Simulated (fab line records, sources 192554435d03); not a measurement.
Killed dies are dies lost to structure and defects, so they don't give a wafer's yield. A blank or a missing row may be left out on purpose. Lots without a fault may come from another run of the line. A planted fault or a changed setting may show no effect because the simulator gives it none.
Problem report in the 8D (eight disciplines) form, filled by code | flow n5_finfet | the parts of the form that need people (team, actions taken, sign-off) are left out

1. THE PROBLEM
susceptor_temp_C at N5_BEOL_M9_PECVD_70 reads a mean of 393.59 C on 2 wafers of 2 lots; wafers without a fault read 399.97 C with a standard deviation of 0.22. That is -29 standard deviations from the usual mean.
The step: deposits SiO2 from TEOS/O2, target thk 20 nm, time 22.7 s.
First seen on wafer L966.4, day 12 06:50, on pecvd-02. The record holds 12 wafers of 4 lots with a number at this step. Rule for "out", or "out of limits": more than 4 standard deviations from the usual mean. The other wafers with a number count as sound.

2. WHAT IT IS AND WHAT IT IS NOT
question                    | is                | is not
which readings at this step | susceptor_temp_C  | heater_power_w, showerhead_plenum_p_Torr, throttle_valve_pct
which lots                  | L966, L967        | L977, L979
which wafers of those lots  | L966.4, L967.3    | L966.5, L966.6, L967.1, L967.2
read on which tools         | pecvd-02          | pecvd-04
when                        | from day 12 06:50 | up to then (2 sound wafers); but 8 sound wafers of L967, L977, L979 came after

3. SUSPECTS, AND WHAT RULES EACH OUT
Counting: a tool at a process step up to the reading stays a suspect if it ran every lot that is out. Sound lots after the first of them don't rule it out here, since some wafers of a struck lot are sound.
- pecvd-02 at N5_BEOL_M9_PECVD_70 (deposits SiO2 from TEOS/O2, target thk 20 nm, time 22.7 s): kept. It ran every lot that is out, first L966 (day 12 06:50). Its own readings are out on those wafers: susceptor_temp_C.
- Within pecvd-02 at N5_BEOL_M9_PECVD_70: the wafers that are out ran in chamber 2; their sound lot-mates ran in chambers 0, 1.
Left after counting: pecvd-02 at N5_BEOL_M9_PECVD_70.

4. THE CAUSE (what the simulator had put in)
Process parameter drift: pecvd-02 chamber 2, from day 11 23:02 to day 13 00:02, at N5_BEOL_M9_PECVD_70. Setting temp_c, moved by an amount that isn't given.
Counting left only this tool.

5. THE CHAIN OF EFFECTS, in route order
Each row: a reading whose mean over the struck wafers that have a number lies more than 3 standard deviations from the usual. Only readings for which the record gives a usual standard deviation are gone through. hours: the time from each lot's start at the first step in this table that gives one to its start at this step, as a median over the lots. sigmas: the change in usual standard deviations.
hours | step                | reading          | usual    | on struck wafers | change | sigmas
0     | N5_BEOL_M9_PECVD_70 | susceptor_temp_C | 399.97 C | 393.59           | -6.38  | -29
The process steps in it:
- N5_BEOL_M9_PECVD_70: deposits SiO2 from TEOS/O2, target thk 20 nm, time 22.7 s.

6. WHAT WOULD HAVE CAUGHT IT SOONER
In this record the first reading out of limits was taken at day 12 06:50, 8 hours after the fault began at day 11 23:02.
